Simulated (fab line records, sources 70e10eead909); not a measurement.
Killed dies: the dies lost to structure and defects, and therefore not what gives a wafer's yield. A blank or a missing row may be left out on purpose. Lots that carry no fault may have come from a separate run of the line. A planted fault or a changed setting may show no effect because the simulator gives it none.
fab line records -- flow nand-harc
record: lots: 12, wafers: 36, last-day: 24
route steps=1159 shown P_GATE@143 END@1159
lots that met no fault: taken from a fault-free run of the same line
start-h: the number of hours between the record's first day and the start of the first shown wafer of the lot -- wait-h: how many hours have passed since the lot's step before this one -- " the same as in the row above -- L1.1+2: one row covering several wafers at once -- - value missing, or start not given -- * or withheld: withheld -- < > ~ a bound
route shown NAME@n: NAME is a module with steps in the file, n the number in the route of the first one -- usual: mean/standard deviation taken from wafers without a fault -- same: alike in all rows -- chamber/n: place in a boat -- sites: each site's reading -- _std_site: their standard deviation -- _edge_site: mean of outer sites minus mean of inner sites -- radius-mm: for every site, how far away it sits from the centre of the wafer -- mask NAME#n: copy n -- behind: the last tool/chamber to shape the wafer -- hold: cause of the lot's hold/its duration in hours/its outcome -- device: whichever transistor did not switch (one of n, p or np) -- end of line: at the end of the route, the tests of the same wafers -- where a step has no rows: the recipe by itself -- killed: at the first sort, the dies lost to defects and structure; wafer yield is something else -- map: a wafer's dies, x killed, . not, _ none there
set.NAME: the setting as run; set.NAME@STEP: as run at that earlier step -- model.NAME: the simulator's own value behind a step, which no gauge read
one table for each step of the route and one row for each wafer, over a sample of lots
services: from which hour (start-h, from the record's first day; less than 0 if before it) a tool's chamber was out of use, for how many hours, and why
== steps ==
step: NHARC_P_GATE_INSPECT_28
usual: raw-defect-count: 6.0/2.8
lot.wafer,tool,chamber,start-h,wait-h,raw-defect-count
L110.1,defect-inspect-01,-,92.81,0.0,6
L110.3,defect-inspect-01,-,92.81,0.0,2
L110.6,defect-inspect-01,-,92.81,0.0,4
L111.3,defect-inspect-02,-,99.56,0.0,8
L111.5,defect-inspect-02,-,99.56,0.0,4
L111.6,defect-inspect-02,-,99.56,0.0,6
L112.2,defect-inspect-02,-,99.85,0.0,4
L112.4,defect-inspect-02,-,99.85,0.0,4
L112.5,defect-inspect-02,-,99.85,0.0,5
L113.2,defect-inspect-02,-,114.88,0.0,10
L113.4,defect-inspect-02,-,114.88,0.0,7
L113.6,defect-inspect-02,-,114.88,0.0,4
L114.1,defect-inspect-02,-,115.57,0.0,6
L114.4,defect-inspect-02,-,115.57,0.0,7
L114.6,defect-inspect-02,-,115.57,0.0,5
L116.1,defect-inspect-02,-,120.29,0.0,5
L116.2,defect-inspect-02,-,120.29,0.0,8
L116.6,defect-inspect-02,-,120.29,0.0,4
L117.2,defect-inspect-02,-,134.36,0.0,7
L117.3,defect-inspect-02,-,134.36,0.0,4
L117.4,defect-inspect-02,-,134.36,0.0,9
L119.1,defect-inspect-01,-,142.15,0.0,4
L119.5,defect-inspect-01,-,142.15,0.0,0
L119.6,defect-inspect-01,-,142.15,0.0,4
L120.1,defect-inspect-01,-,153.57,0.0,10
L120.5,defect-inspect-01,-,153.57,0.0,5
L120.6,defect-inspect-01,-,153.57,0.0,7
L124.1,defect-inspect-02,-,175.13,0.0,8
L124.4,defect-inspect-02,-,175.13,0.0,12
L124.6,defect-inspect-02,-,175.13,0.0,7
L126.2,defect-inspect-01,-,187.08,0.0,9
L126.4,defect-inspect-01,-,187.08,0.0,6
L126.5,defect-inspect-01,-,187.08,0.0,12
L132.1,defect-inspect-02,-,217.53,0.0,4
L132.3,defect-inspect-02,-,217.53,0.0,8
L132.5,defect-inspect-02,-,217.53,0.0,6
step: NHARC_P_GATE_ETCH_104
recipe: target-depth-a: 600, time-s: withheld, cf4-flow-sccm: 100, chf3-flow-sccm: 30, ar-flow-sccm: 0, rf-w: 500, bias-w: 200, chemistry: CF4/CHF3
usual: drypump-motor-current-A: 5.8/0.44, oes-product-au: 0.948/0.022, rf-vpp-V: 371.0/2.4, showerhead-plenum-p-Torr: 1.59/0.065, throttle-valve-pct: 16.802/0.0095
lot.wafer,tool,chamber,start-h,wait-h,drypump-motor-current-A,oes-product-au,rf-vpp-V,showerhead-plenum-p-Torr,throttle-valve-pct
L110.1,rie-diel-07,0,92.98,0.1,6.0,0.927,370.0,1.57,16.774
L110.3,rie-diel-07,1,92.98,0.1,6.1,0.930,371.9,1.63,16.788
L110.6,rie-diel-07,2,92.98,0.1,6.8,0.931,372.1,1.65,16.812
L111.3,rie-diel-05,0,99.72,0.1,5.6,0.952,368.1,1.53,16.810
L111.5,rie-diel-05,3,99.72,0.1,5.5,0.953,373.1,1.65,16.799
L111.6,rie-diel-05,0,99.72,0.1,5.6,0.960,368.9,1.52,16.783
L112.4,rie-diel-11,2,100.23,0.3,5.9,0.934,368.8,1.52,16.800
L112.2,rie-diel-11,0,100.23,0.3,6.1,0.926,369.3,1.52,16.810
L112.5,rie-diel-11,2,100.23,0.3,6.0,0.921,368.4,1.52,16.794
L113.4,rie-diel-05,0,115.03,0.1,5.6,0.963,369.5,1.52,16.809
L113.2,rie-diel-05,2,115.03,0.1,5.5,0.985,372.3,1.61,16.819
L113.6,rie-diel-05,0,115.03,0.1,5.6,0.964,366.9,1.52,16.788
L114.1,rie-diel-07,2,115.72,0.1,6.8,0.984,374.3,1.65,16.799
L114.4,rie-diel-07,0,115.72,0.1,6.0,0.949,372.5,1.57,16.793
L114.6,rie-diel-07,2,115.72,0.1,6.8,0.988,372.8,1.65,16.802
L116.2,rie-diel-07,1,120.44,0.1,6.1,0.944,372.3,1.63,16.811
L116.1,rie-diel-07,3,120.44,0.1,5.0,0.950,374.3,1.68,16.795
L116.6,rie-diel-07,0,120.44,0.1,6.0,0.944,371.5,1.57,16.786
L117.2,rie-diel-11,2,134.51,0.1,5.9,0.946,368.6,1.52,16.788
L117.4,rie-diel-11,3,134.51,0.1,5.4,0.958,374.7,1.65,16.818
L117.3,rie-diel-11,0,134.51,0.1,6.1,0.961,369.3,1.52,16.808
L119.1,rie-diel-05,0,142.32,0.1,5.6,0.933,368.0,1.52,16.790
L119.6,rie-diel-05,0,142.32,0.1,5.6,0.932,370.0,1.52,16.802
L119.5,rie-diel-05,1,142.32,0.1,5.7,0.912,372.3,1.62,16.787
L120.1,rie-diel-07,0,153.72,0.1,6.0,0.959,370.3,1.57,16.803
L120.5,rie-diel-07,1,153.72,0.1,6.1,0.972,373.5,1.63,16.809
L120.6,rie-diel-07,2,153.72,0.1,6.8,0.985,372.1,1.65,16.801
L124.1,rie-diel-05,1,175.28,0.1,5.7,0.957,371.3,1.62,16.785
L124.4,rie-diel-05,3,175.28,0.1,5.5,0.937,372.8,1.64,16.804
L124.6,rie-diel-05,0,175.28,0.1,5.6,0.919,368.5,1.52,16.790
L126.2,rie-diel-11,1,187.23,0.1,5.6,0.926,368.0,1.49,16.795
L126.4,rie-diel-11,2,187.23,0.1,6.0,0.937,368.7,1.51,16.790
L126.5,rie-diel-11,1,187.23,0.1,5.6,0.917,369.1,1.49,16.791
L132.3,rie-diel-07,1,217.73,0.1,6.1,0.933,372.0,1.63,16.802
L132.1,rie-diel-07,2,217.73,0.1,6.8,0.938,372.0,1.65,16.807
L132.5,rie-diel-07,1,217.73,0.1,6.1,0.934,372.3,1.63,16.804
step: NHARC_P_GATE_ALD_36
recipe: target-thk-a: 200, pulse-time-s: 60, ald-cycles: 223, temp-c: 400, material: SiNx
usual: ald-cycles: 223/0, heater-power-w: 857/91, precursor-pulse-height-rel: 1.001/0.021
same: pulse-time-s: 60
lot.wafer,tool,chamber,start-h,wait-h,ald-cycles,heater-power-w,precursor-pulse-height-rel
L110.3,ald-sin-01,0,95.45,-,223,791,1.018
L110.1,ald-sin-01,1,96.51,-,223,944,0.991
L110.6,ald-sin-01,0,99.68,-,223,776,1.005
L111.3,ald-sin-02,3,101.06,-,223,872,1.013
L111.5,ald-sin-02,3,105.27,-,223,895,1.014
L111.6,ald-sin-02,0,106.32,-,223,849,1.015
L112.4,ald-sin-03,1,102.58,-,223,705,0.966
L112.2,ald-sin-03,3,104.66,-,223,891,1.011
L112.5,ald-sin-03,1,106.74,-,223,704,0.964
L114.1,ald-sin-02,1,116.89,-,223,845,1.007
L114.4,ald-sin-02,3,119.04,-,223,898,0.993
L114.6,ald-sin-02,1,121.18,-,223,852,1.022
L113.4,ald-sin-01,2,117.28,-,223,900,1.019
L113.2,ald-sin-01,0,119.42,-,223,796,1.018
L113.6,ald-sin-01,1,120.50,-,223,947,1.045
L116.1,ald-sin-01,0,123.70,-,223,771,1.017
L116.2,ald-sin-01,2,125.80,-,223,902,0.981
L116.6,ald-sin-01,0,127.91,-,223,795,1.024
L117.3,ald-sin-02,0,135.74,-,223,875,0.984
L117.4,ald-sin-02,2,137.84,-,223,706,1.003
L117.2,ald-sin-02,3,138.89,-,223,898,1.014
L119.1,ald-sin-03,1,144.00,-,223,677,1.009
L119.6,ald-sin-03,1,148.27,-,223,696,0.996
L119.5,ald-sin-03,2,149.34,-,223,1027,1.008
L120.1,ald-sin-03,3,155.05,-,223,902,0.969
L120.5,ald-sin-03,3,159.25,-,223,874,0.943
L120.6,ald-sin-03,0,160.30,-,223,867,0.992
L124.1,ald-sin-02,1,176.60,-,223,868,0.985
L124.4,ald-sin-02,3,178.71,-,223,903,0.989
L124.6,ald-sin-02,1,180.82,-,208,830,1.002
L126.2,ald-sin-02,1,188.41,-,223,845,0.957
L126.4,ald-sin-02,3,190.54,-,223,920,1.019
L126.5,ald-sin-02,2,193.74,-,208,719,1.003
L132.1,ald-sin-03,3,218.94,-,223,911,1.012
L132.3,ald-sin-03,0,219.99,-,223,859,1.028
L132.5,ald-sin-03,0,224.21,-,223,852,1.007
step: NHARC_P_GATE_STRIP_101
recipe: time-s: 20, o2-flow-sccm: 500, ar-flow-sccm: 0, bias-w: 0, chemistry: O2
usual: drypump-motor-current-A: 5.8/0.5, oes-product-au: 0.999/0.0097, rf-vpp-V: 58.0/0.92, showerhead-plenum-p-Torr: 3.60/0.13, throttle-valve-pct: 17.036/0.0085
lot.wafer,tool,chamber,start-h,wait-h,drypump-motor-current-A,oes-product-au,rf-hours-counter-h,rf-vpp-V,showerhead-plenum-p-Torr,throttle-valve-pct
L110.1,rie-diel-07,2,104.02,0.1,6.8,1.009,6,58.5,3.70,17.033
L110.3,rie-diel-07,0,104.02,0.1,6.0,1.008,6,58.3,3.52,17.034
L110.6,rie-diel-07,3,104.02,0.1,5.0,0.994,-,57.6,3.77,17.039
L111.3,rie-diel-05,0,110.72,0.1,5.6,1.002,43,57.2,3.42,17.053
L111.6,rie-diel-05,3,110.72,0.1,5.5,0.995,-,58.3,3.69,17.034
L111.5,rie-diel-05,0,110.72,0.1,5.6,1.004,-,57.3,3.42,17.025
L112.4,rie-diel-07,1,111.04,0.1,6.1,1.004,8,58.3,3.65,17.047
L112.2,rie-diel-07,3,111.04,0.1,5.0,0.992,7,58.3,3.77,17.030
L112.5,rie-diel-07,1,111.04,0.1,6.1,1.006,-,57.7,3.65,17.037
L113.4,rie-diel-07,3,125.97,0.1,5.1,0.988,9,58.6,3.77,17.041
L113.2,rie-diel-07,0,125.97,0.1,6.0,0.999,9,58.6,3.52,17.049
L113.6,rie-diel-07,0,125.97,0.1,6.1,0.993,-,57.5,3.52,17.033
L114.4,rie-diel-11,0,126.60,0.1,6.1,1.014,36,57.7,3.40,17.027
L114.1,rie-diel-11,1,126.60,0.1,5.6,1.002,39,57.3,3.36,17.039
L114.6,rie-diel-11,0,126.60,0.1,6.1,1.010,-,57.7,3.40,17.033
L116.1,rie-diel-05,0,132.25,0.1,5.6,0.998,50,57.8,3.41,17.038
L116.2,rie-diel-05,1,132.25,0.1,5.7,0.989,46,58.4,3.63,17.039
L116.6,rie-diel-05,1,132.25,0.1,5.7,0.992,-,59.0,3.63,17.039
L117.4,rie-diel-11,2,145.31,0.1,6.0,1.009,45,57.5,3.40,17.028
L117.3,rie-diel-11,3,145.31,0.1,5.4,0.998,44,58.4,3.69,17.038
L117.2,rie-diel-11,0,145.31,0.1,6.1,1.009,43,58.0,3.40,17.043
L119.1,rie-diel-05,0,153.68,0.1,5.6,1.003,59,57.7,3.41,17.052
L119.5,rie-diel-05,0,153.68,0.1,5.6,1.004,-,57.5,3.41,17.034
L119.6,rie-diel-05,1,153.68,0.1,5.7,0.996,-,56.0,3.63,17.032
L120.1,rie-diel-07,0,164.64,0.1,6.0,0.998,16,58.0,3.52,17.036
L120.5,rie-diel-07,0,164.64,0.1,6.1,1.001,-,58.3,3.51,17.045
L120.6,rie-diel-07,3,164.64,0.1,5.0,0.982,-,57.8,3.76,17.037
L124.1,rie-diel-05,2,186.20,0.1,5.5,1.004,5,58.8,3.60,17.047
L124.4,rie-diel-05,3,186.20,0.1,5.5,0.992,5,57.9,3.68,17.028
L124.6,rie-diel-05,1,186.20,0.1,5.7,1.007,-,59.0,3.62,17.030
L126.4,rie-diel-07,3,198.09,0.1,5.1,0.974,23,58.1,3.76,17.036
L126.2,rie-diel-07,0,198.09,0.1,6.0,0.998,22,58.3,3.51,17.050
L126.5,rie-diel-07,1,198.09,0.1,6.1,1.011,-,58.3,3.64,17.032
L132.1,rie-diel-05,1,228.54,0.1,5.7,1.004,18,57.5,3.62,17.040
L132.3,rie-diel-05,0,228.54,0.1,5.6,0.981,18,57.7,3.40,17.033
L132.5,rie-diel-05,1,228.54,0.1,5.7,1.002,-,58.6,3.62,17.036
step: NHARC_END_SORT_01
recipe: temp-c: 25
usual: killed-at-array: 29/11, killed-at-other: 0.7/1.1, killed-at-periphery: 3.1/2, killed-dies: 33/11, killed-open: 3.5/1.8, killed-short: 2.0/1.4
same: gross-dies: 677
lot.wafer,tool,chamber,start-h,wait-h,killed-at-array,killed-at-other,killed-at-periphery,killed-dies,killed-open,killed-short
L110.1,prober-01,0,464.72,2.5,19,0,4,23,4,0
L110.3,prober-01,0,466.31,3.1,20,0,3,23,4,1
L110.6,prober-01,0,468.70,4.0,21,0,5,26,5,0
L114.1,prober-01,0,472.49,2.5,33,0,0,33,1,0
L114.4,prober-01,0,474.85,3.4,38,0,1,39,5,0
L114.6,prober-01,0,476.43,3.9,34,0,4,38,5,4
L111.3,prober-02,0,477.79,3.1,25,0,2,27,3,1
L111.5,prober-02,0,479.40,3.7,20,0,2,22,5,1
L111.6,prober-02,0,480.21,4.0,17,0,3,20,1,3
L116.1,prober-01,0,480.23,2.5,27,0,4,31,4,4
L116.2,prober-01,0,481.03,2.8,26,0,6,32,4,2
L116.6,prober-01,0,484.23,4.0,33,0,7,40,6,1
L112.2,prober-02,0,484.81,2.8,34,0,4,38,6,3
L112.4,prober-02,0,486.43,3.4,41,0,2,43,4,3
L112.5,prober-02,0,487.24,3.7,39,1,1,41,2,2
L113.2,prober-02,0,492.61,2.8,9,0,1,10,0,2
L113.4,prober-02,0,494.21,3.4,17,0,3,20,3,6
L113.6,prober-02,0,495.81,4.0,18,0,4,22,5,0
L117.2,prober-02,0,500.48,2.8,20,0,6,26,2,1
L117.3,prober-02,0,501.28,3.1,21,0,3,24,1,1
L117.4,prober-02,0,502.08,3.4,24,0,4,28,2,1
L119.1,prober-01,0,504.42,2.5,34,0,4,38,2,0
L119.5,prober-01,0,507.64,3.7,44,1,4,49,3,3
L119.6,prober-01,0,508.44,4.0,34,1,5,40,2,2
L120.1,prober-01,0,518.18,2.5,23,0,4,27,4,1
L120.5,prober-01,0,521.31,3.6,32,0,4,36,3,2
L120.6,prober-01,0,522.09,3.9,30,0,7,37,8,3
L124.1,prober-01,0,528.44,2.5,39,3,0,42,4,2
L124.4,prober-01,0,530.86,3.4,41,3,2,46,3,2
L124.6,prober-01,0,532.47,4.0,37,2,2,41,8,2
L126.2,prober-01,0,547.38,2.8,59,0,4,63,2,1
L126.4,prober-01,0,548.99,3.4,57,0,6,63,5,1
L126.5,prober-01,0,549.80,3.7,41,0,5,46,1,2
L132.1,prober-01,0,570.08,2.5,15,0,4,19,2,2
L132.3,prober-01,0,571.69,3.1,23,0,4,27,2,3
L132.5,prober-01,0,573.31,3.7,23,0,1,24,0,5
killed by level:class
L110.1 A_CHANNEL_HOLE_D1:chamber-film-flake=10 A_SLIT:chamber-film-flake=3 A_CONTACT:geometric-particle:open=2 A_CONTACT:chamber-film-flake=2 P_CONTACT:geometric-particle:open=1 A_M1:geometric-particle:open=1 P_ZERO_WELL:chamber-film-flake=1 P_CONTACT:chamber-film-flake=1
L110.3 A_CHANNEL_HOLE_D1:chamber-film-flake=8 A_WL_FILL:geometric-particle:open=2 A_M0:geometric-particle:open=2 P_BONDPAD:chamber-film-flake=2 A_SLIT:chamber-film-flake=2 A_STAIRCASE:chamber-film-flake=2 A_WL_FILL:geometric-particle:short=1 P_ZERO_WELL:chamber-film-flake=1
L110.6 A_CHANNEL_HOLE_D1:chamber-film-flake=10 A_SLIT:chamber-film-flake=3 P_M0:geometric-particle:open=2 A_CONTACT:geometric-particle:open=2 A_M1:chamber-film-flake=2 P_M2:geometric-particle:open=1 P_M2:chamber-film-flake=1 P_BONDPAD:chamber-film-flake=1
L114.1 A_CHANNEL_HOLE_D1:chamber-film-flake=17 A_SLIT:chamber-film-flake=11 A_CONTACT:chamber-film-flake=2 A_M0:geometric-particle:open=1 A_CHANNEL_FILL_D1:chamber-film-flake=1 A_BONDPAD:chamber-film-flake=1
L114.4 A_CHANNEL_HOLE_D1:chamber-film-flake=21 A_SLIT:chamber-film-flake=6 A_CONTACT:geometric-particle:open=4 A_CHANNEL_FILL_D1:chamber-film-flake=3 A_CONTACT:chamber-film-flake=2 P_CONTACT:geometric-particle:open=1 A_STAIRCASE:chamber-film-flake=1 A_BONDPAD:chamber-film-flake=1
L114.6 A_SLIT:chamber-film-flake=14 A_CHANNEL_HOLE_D1:chamber-film-flake=4 A_STAIRCASE:chamber-film-flake=4 A_CONTACT:chamber-film-flake=3 P_CONTACT:geometric-particle:open=2 A_BONDPAD:chamber-film-flake=2 P_M0:geometric-particle:open=1 P_M2:geometric-particle:open=1
L111.3 A_SLIT:chamber-film-flake=12 A_CONTACT:chamber-film-flake=6 A_CHANNEL_HOLE_D1:chamber-film-flake=2 P_M0:geometric-particle:short=1 A_WL_FILL:geometric-particle:open=1 A_BLC:geometric-particle:open=1 A_M0:geometric-particle:open=1 P_ZERO_WELL:chamber-film-flake=1
L111.5 A_SLIT:chamber-film-flake=6 A_CHANNEL_HOLE_D1:chamber-film-flake=4 A_WL_FILL:geometric-particle:open=2 A_CONTACT:geometric-particle:open=2 A_STAIRCASE:chamber-film-flake=2 A_CONTACT:chamber-film-flake=2 P_M0:geometric-particle:open=1 A_WL_FILL:geometric-particle:short=1
L111.6 A_SLIT:chamber-film-flake=8 A_CONTACT:chamber-film-flake=5 P_CONTACT:geometric-particle:open=1 P_M0:geometric-particle:short=1 A_SGD_CUT:geometric-particle:short=1 A_WL_FILL:geometric-particle:short=1 P_ZERO_WELL:chamber-film-flake=1 A_CHANNEL_HOLE_D1:chamber-film-flake=1
L116.1 A_SLIT:chamber-film-flake=10 A_CHANNEL_HOLE_D1:chamber-film-flake=9 A_CONTACT:geometric-particle:open=2 A_M1:geometric-particle:short=2 P_BONDPAD:geometric-particle:short=1 A_CHANNEL_FILL_D1:geometric-particle:open=1 A_WL_FILL:geometric-particle:short=1 A_M0:geometric-particle:open=1
L116.2 A_CHANNEL_HOLE_D1:chamber-film-flake=12 A_SLIT:chamber-film-flake=10 P_STI:chamber-film-flake=3 P_GATE:geometric-particle:open=1 P_M1:geometric-particle:open=1 A_ONON_D1:geometric-particle:short=1 A_WL_FILL:geometric-particle:short=1 A_M0:geometric-particle:open=1
L116.6 A_CHANNEL_HOLE_D1:chamber-film-flake=18 A_SLIT:chamber-film-flake=6 P_CONTACT:chamber-film-flake=2 P_M1:chamber-film-flake=2 A_M1:chamber-film-flake=2 P_CONTACT:geometric-particle:open=1 P_M1:geometric-particle:open=1 A_ONON_D1:geometric-particle:open=1
L112.2 A_CHANNEL_HOLE_D1:chamber-film-flake=16 A_SLIT:chamber-film-flake=9 P_CONTACT:geometric-particle:open=2 A_CONTACT:geometric-particle:open=2 P_STI:geometric-particle:short=1 A_CHANNEL_HOLE_D1:geometric-particle:short=1 A_CHANNEL_HOLE_D1:geometric-particle:open=1 A_WL_FILL:geometric-particle:short=1
L112.4 A_CHANNEL_HOLE_D1:chamber-film-flake=16 A_SLIT:chamber-film-flake=13 A_CONTACT:chamber-film-flake=4 A_WL_FILL:geometric-particle:short=2 A_CONTACT:geometric-particle:open=2 A_SOURCE_PLATE:geometric-particle:open=1 A_CHANNEL_HOLE_D1:geometric-particle:open=1 A_SLIT:geometric-particle:short=1
L112.5 A_SLIT:chamber-film-flake=16 A_CHANNEL_HOLE_D1:chamber-film-flake=12 A_CONTACT:chamber-film-flake=4 A_BONDPAD:chamber-film-flake=2 A_ONON_D1:geometric-particle:open=1 A_CHANNEL_FILL_D1:geometric-particle:short=1 A_SGD_CUT:geometric-particle:short=1 A_WL_FILL:chamber-film-flake=1
L113.2 A_STAIRCASE:chamber-film-flake=3 A_CHANNEL_HOLE_D1:chamber-film-flake=2 A_SOURCE_PLATE:geometric-particle:short=1 A_CHANNEL_FILL_D1:geometric-particle:short=1 P_STI:chamber-film-flake=1 A_SLIT:chamber-film-flake=1 A_CONTACT:chamber-film-flake=1
L113.4 A_CHANNEL_HOLE_D1:chamber-film-flake=4 P_STI:chamber-film-flake=2 A_STAIRCASE:chamber-film-flake=2 A_CONTACT:chamber-film-flake=2 P_CONTACT:geometric-particle:short=1 A_ONON_D1:geometric-particle:short=1 A_ONON_D1:geometric-particle:open=1 A_CHANNEL_FILL_D1:geometric-particle:short=1
L113.6 A_CHANNEL_HOLE_D1:chamber-film-flake=7 A_STAIRCASE:chamber-film-flake=4 P_STI:chamber-film-flake=3 A_M0:geometric-particle:open=2 A_CONTACT:chamber-film-flake=2 P_STI:geometric-particle:open=1 A_CHANNEL_HOLE_D1:geometric-particle:open=1 A_CONTACT:geometric-particle:open=1
L117.2 A_SLIT:chamber-film-flake=10 P_M2:chamber-film-flake=4 A_CONTACT:chamber-film-flake=4 A_CHANNEL_HOLE_D1:chamber-film-flake=2 P_M0:geometric-particle:open=1 A_SOURCE_PLATE:geometric-particle:short=1 A_M1:geometric-particle:open=1 P_GATE:chamber-film-flake=1
L117.3 A_SLIT:chamber-film-flake=8 A_CONTACT:chamber-film-flake=5 P_M2:chamber-film-flake=2 A_CHANNEL_HOLE_D1:chamber-film-flake=2 A_STAIRCASE:chamber-film-flake=2 A_WL_FILL:chamber-film-flake=2 A_SGD_CUT:geometric-particle:open=1 A_CONTACT:geometric-particle:short=1
L117.4 A_SLIT:chamber-film-flake=14 P_ZERO_WELL:chamber-film-flake=2 P_M2:chamber-film-flake=2 A_CHANNEL_HOLE_D1:chamber-film-flake=2 A_STAIRCASE:chamber-film-flake=2 A_CONTACT:chamber-film-flake=2 A_CHANNEL_HOLE_D1:geometric-particle:short=1 A_WL_FILL:geometric-particle:open=1
L119.1 A_SLIT:chamber-film-flake=12 A_CHANNEL_HOLE_D1:chamber-film-flake=9 A_ZERO_WELL:chamber-film-flake=4 A_STAIRCASE:chamber-film-flake=4 A_BONDPAD:chamber-film-flake=3 P_ZERO_WELL:chamber-film-flake=2 P_CONTACT:geometric-particle:open=1 A_CHANNEL_FILL_D1:geometric-particle:open=1
L119.5 A_CHANNEL_HOLE_D1:chamber-film-flake=19 A_SLIT:chamber-film-flake=13 A_STAIRCASE:chamber-film-flake=3 P_CONTACT:chamber-film-flake=2 A_BONDPAD:chamber-film-flake=2 P_M0:geometric-particle:open=1 A_CHANNEL_FILL_D1:geometric-particle:open=1 A_CHANNEL_FILL_D1:geometric-particle:short=1
L119.6 A_SLIT:chamber-film-flake=14 A_CHANNEL_HOLE_D1:chamber-film-flake=10 A_STAIRCASE:chamber-film-flake=3 P_GATE:chamber-film-flake=2 P_M2:geometric-particle:open=1 A_ONON_D1:geometric-particle:short=1 A_CONTACT:geometric-particle:short=1 A_BLC:geometric-particle:open=1
L120.1 A_SLIT:chamber-film-flake=8 A_CHANNEL_HOLE_D1:chamber-film-flake=6 A_CONTACT:chamber-film-flake=3 A_M0:geometric-particle:open=2 P_ZERO_WELL:chamber-film-flake=2 A_STAIRCASE:chamber-film-flake=2 P_BONDPAD:geometric-particle:open=1 A_CONTACT:geometric-particle:open=1
L120.5 A_SLIT:chamber-film-flake=11 A_STAIRCASE:chamber-film-flake=6 A_CONTACT:chamber-film-flake=6 A_CHANNEL_HOLE_D1:chamber-film-flake=3 A_WL_FILL:geometric-particle:open=2 P_ZERO_WELL:chamber-film-flake=2 P_M0:geometric-particle:open=1 A_SOURCE_PLATE:geometric-particle:short=1
L120.6 A_SLIT:chamber-film-flake=13 P_ZERO_WELL:chamber-film-flake=3 A_CHANNEL_HOLE_D1:chamber-film-flake=3 A_STAIRCASE:chamber-film-flake=3 A_CONTACT:chamber-film-flake=3 A_CHANNEL_FILL_D1:geometric-particle:open=2 A_CONTACT:geometric-particle:open=2 P_GATE:geometric-particle:open=1
L124.1 A_CHANNEL_HOLE_D1:chamber-film-flake=20 A_STAIRCASE:chamber-film-flake=8 A_CONTACT:chamber-film-flake=3 THIN_TSV:chamber-film-flake=3 A_ZERO_WELL:chamber-film-flake=2 A_SOURCE_PLATE:geometric-particle:short=1 A_ONON_D1:geometric-particle:short=1 A_ONON_D1:geometric-particle:open=1
L124.4 A_CHANNEL_HOLE_D1:chamber-film-flake=25 A_STAIRCASE:chamber-film-flake=7 A_CONTACT:chamber-film-flake=4 THIN_TSV:chamber-film-flake=3 P_M0:geometric-particle:open=1 A_SOURCE_PLATE:geometric-particle:short=1 A_CHANNEL_FILL_D1:geometric-particle:short=1 A_WL_FILL:geometric-particle:open=1
L124.6 A_CHANNEL_HOLE_D1:chamber-film-flake=18 A_CONTACT:chamber-film-flake=6 A_STAIRCASE:chamber-film-flake=5 A_CONTACT:geometric-particle:open=3 P_CONTACT:geometric-particle:open=2 A_SOURCE_PLATE:geometric-particle:short=1 A_CHANNEL_HOLE_D1:geometric-particle:open=1 A_CHANNEL_HOLE_D1:geometric-particle:short=1
L126.2 A_CHANNEL_HOLE_D1:chamber-film-flake=25 A_STAIRCASE:chamber-film-flake=15 A_SLIT:chamber-film-flake=12 P_GATE:chamber-film-flake=2 A_WL_FILL:geometric-particle:short=1 A_CONTACT:geometric-particle:open=1 A_BLC:geometric-particle:open=1 P_STI:chamber-film-flake=1
L126.4 A_CHANNEL_HOLE_D1:chamber-film-flake=23 A_SLIT:chamber-film-flake=15 A_STAIRCASE:chamber-film-flake=9 A_CHANNEL_FILL_D1:geometric-particle:open=3 A_CONTACT:chamber-film-flake=3 P_STI:chamber-film-flake=2 P_M1:chamber-film-flake=2 P_M0:geometric-particle:open=1
L126.5 A_CHANNEL_HOLE_D1:chamber-film-flake=12 A_SLIT:chamber-film-flake=12 A_STAIRCASE:chamber-film-flake=8 P_STI:chamber-film-flake=3 A_CONTACT:chamber-film-flake=2 A_WL_FILL:geometric-particle:short=1 A_M0:geometric-particle:short=1 A_M0:geometric-particle:open=1
L132.1 A_CHANNEL_HOLE_D1:chamber-film-flake=6 P_ZERO_WELL:chamber-film-flake=2 A_STAIRCASE:chamber-film-flake=2 A_WL_FILL:chamber-film-flake=2 A_CONTACT:chamber-film-flake=2 P_CONTACT:geometric-particle:short=1 P_M0:geometric-particle:open=1 A_CHANNEL_FILL_D1:geometric-particle:short=1
L132.3 A_CHANNEL_HOLE_D1:chamber-film-flake=9 A_CONTACT:chamber-film-flake=4 P_ZERO_WELL:chamber-film-flake=3 A_ZERO_WELL:chamber-film-flake=2 A_STAIRCASE:chamber-film-flake=2 P_GATE:geometric-particle:short=1 A_SGD_CUT:geometric-particle:short=1 A_CONTACT:geometric-particle:open=1
L132.5 A_CHANNEL_HOLE_D1:chamber-film-flake=9 A_CONTACT:chamber-film-flake=5 A_STAIRCASE:chamber-film-flake=4 A_WL_FILL:geometric-particle:short=2 A_SOURCE_PLATE:geometric-particle:short=1 A_ONON_D1:geometric-particle:short=1 A_CHANNEL_FILL_D1:geometric-particle:short=1 P_ZERO_WELL:chamber-film-flake=1
== services ==
tool,chamber,start-h,hours,kind
ald-sin-03,-,75.77,0.7,repair
ald-sin-01,-,76.30,3.6,repair
rie-diel-11,2,79.78,3.7,repair
rie-diel-05,3,81.26,9.8,repair
ald-sin-02,-,82.24,1.1,repair
rie-diel-07,0,85.09,-,clean
rie-diel-07,1,85.09,-,clean
rie-diel-07,2,85.09,-,clean
ald-sin-03,3,89.49,7.2,repair
ald-sin-02,-,93.66,0.7,repair
ald-sin-03,3,109.89,13.8,repair
ald-sin-03,-,120.36,0.4,repair
rie-diel-05,3,125.60,10.1,repair
ald-sin-01,3,135.23,4.0,repair
ald-sin-02,2,149.27,6.2,repair
ald-sin-01,-,158.93,2.7,repair
rie-diel-05,-,163.70,9.0,pm
rie-diel-07,1,164.41,13.7,repair
rie-diel-07,3,168.86,7.2,repair
rie-diel-07,0,182.79,13.6,repair
rie-diel-11,-,190.18,9.0,pm
ald-sin-01,1,199.81,2.6,repair
rie-diel-05,1,223.34,2.1,repair
rie-diel-07,-,228.52,9.0,pm
== key ==
first-sign: step: NHARC_P_GATE_ALD_36, reading: ald-cycles, direction: down, sigmas: 99+, usual: 223, struck: 208
effect none on later readings
met-at NHARC_P_GATE_ALD_36
struck-lots L124,L126
struck-wafers L124.6,L126.5
tester-left-out L124,L126
not-acting-at NHARC_P_GATE_INSPECT_28,NHARC_P_GATE_ETCH_104,NHARC_P_GATE_STRIP_101
fault: kind: process-parameter-drift, tool: ald-sin-02, chamber: -, onset-h: 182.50, steps: NHARC_P_GATE_ALD_36, channel: ald-cycles, offset: -15, shape: step, end-h: 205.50, scope: struck-wafers-only, stated: 223
tester-left-out: of these lots the tester's yield and bins aren't shown, on N5 and GAA mostly nor the transistor test; their killed dies are dies lost to structure and defects alone, not to doping, threshold or leakage, so they don't give the yield
